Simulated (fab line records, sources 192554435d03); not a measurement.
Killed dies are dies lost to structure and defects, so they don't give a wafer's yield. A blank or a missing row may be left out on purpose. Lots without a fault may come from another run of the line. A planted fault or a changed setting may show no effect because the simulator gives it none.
Split-lot experiment | flow n5_finfet | 7 lots, 21 wafers read, on a route of 1938 steps

THE SPLIT
At N5_BEOL_M0_CUTY_EXPOSE_54 (exposes mask M0 ABLK), the setting dose_mj was moved away from the recipe's 36 on 6 of the 21 wafers read, by -6.3% to +7.4%. The other wafers ran this setting at the recipe's value.

FROM THE SPLIT TO THE READING: what the file shows between them, 2 steps
- N5_BEOL_M0_CUTY_PEB_55: peb time 60 s
- N5_BEOL_M0_CUTY_DEVELOP_56: develop time 30 s

THE READING
cd_nm, in nm, at N5_BEOL_M0_CUTY_CD_MEAS_57 (target cd 200 nm). Fault-free wafers of this fab line usually give 200.0 nm, standard deviation 1.3 nm.

wafer  | tool, chamber at the split | dose_mj as run | against the recipe | cd_nm, nm | against lot-mates on the recipe
L075.1 | arfi_scanner-02, 0         | 38.66          | +7.4%              | 196.1     | -5.1
L075.2 | arfi_scanner-02, 0         | 36             | recipe             | 201.2     | -
L075.3 | arfi_scanner-02, 0         | 38.66          | +7.4%              | 195.1     | -6.1
L076.1 | arfi_scanner-01, 0         | 36             | recipe             | 197.6     | -
L076.3 | arfi_scanner-01, 0         | 36             | recipe             | 197.7     | -
L076.6 | arfi_scanner-01, 0         | 33.74          | -6.3%              | 201.8     | +4.2
L080.1 | arfi_scanner-02, 0         | 36             | recipe             | 199.7     | -
L080.2 | arfi_scanner-02, 0         | 36             | recipe             | 197.8     | -
L080.4 | arfi_scanner-02, 0         | 37.81          | +5.0%              | 195.3     | -3.4
L082.1 | arfi_scanner-03, 0         | 37.03          | +2.9%              | 198.2     | -1.2
L082.3 | arfi_scanner-03, 0         | 36             | recipe             | 199.6     | -
L082.5 | arfi_scanner-03, 0         | 36             | recipe             | 199.2     | -
L088.3 | arfi_scanner-02, 0         | 37.01          | +2.8%              | 199.6     | -2.2
L088.4 | arfi_scanner-02, 0         | 36             | recipe             | 201.4     | -
L088.6 | arfi_scanner-02, 0         | 36             | recipe             | 202.1     | -
L094.2 | arfi_scanner-03, 0         | 36             | recipe             | 197.6     | -
L094.4 | arfi_scanner-03, 0         | 36             | recipe             | 197.6     | -
L094.6 | arfi_scanner-03, 0         | 36             | recipe             | 198.8     | -
L096.2 | arfi_scanner-02, 0         | 36             | recipe             | 199.4     | -
L096.4 | arfi_scanner-02, 0         | 36             | recipe             | 201.2     | -
L096.6 | arfi_scanner-02, 0         | 36             | recipe             | 201.0     | -

THE FIT
A straight line over all 21 wafers: cd_nm changes by -0.5 nm for each +1% of dose_mj; r = -0.71; the points scatter about the line by 1.5 nm.
The same after taking each lot's own level away (the mean of its wafers on the recipe; 21 wafers): -0.713 nm for each +1%; r = -0.96; scatter 0.59 nm.
On that fit, the largest move of dose_mj shifts the reading by 5.3 nm.
The lots' own levels span 197.65 to 201.75 nm, that is 3.2 times the standard deviation above.
So the lot-to-lot level blurs the effect unless lot-mates are compared.
Check: with one of the wafers moved furthest among these (+7.4%) left out of the fit, the line predicts -5.35 nm for it against its lot-mates. It came out at -5.1 nm against them.

OTHER SPLITS ON THESE WAFERS
These wafers also went through other splits before the reading. Each is held against what the fit with the lots' levels taken away leaves over:
other split on the same wafers            | wafers away from the commonest value | r with cd_nm (lot level and that fit taken away)
N5_MOL_CONTACT_COAG_VIA_ETCH_117 bias_w   | 7                                    | -0.06
N5_BEOL_M0_SAQP_EXPOSE_11 dose_mj         | 10                                   | -0.15
N5_BEOL_M0_SAQP_DEVELOP_13 develop_time_s | 10                                   | +0.21

THE FILE'S OWN FIT
cd_nm changes by -0.695 nm for each +1% of dose_mj, r = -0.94.
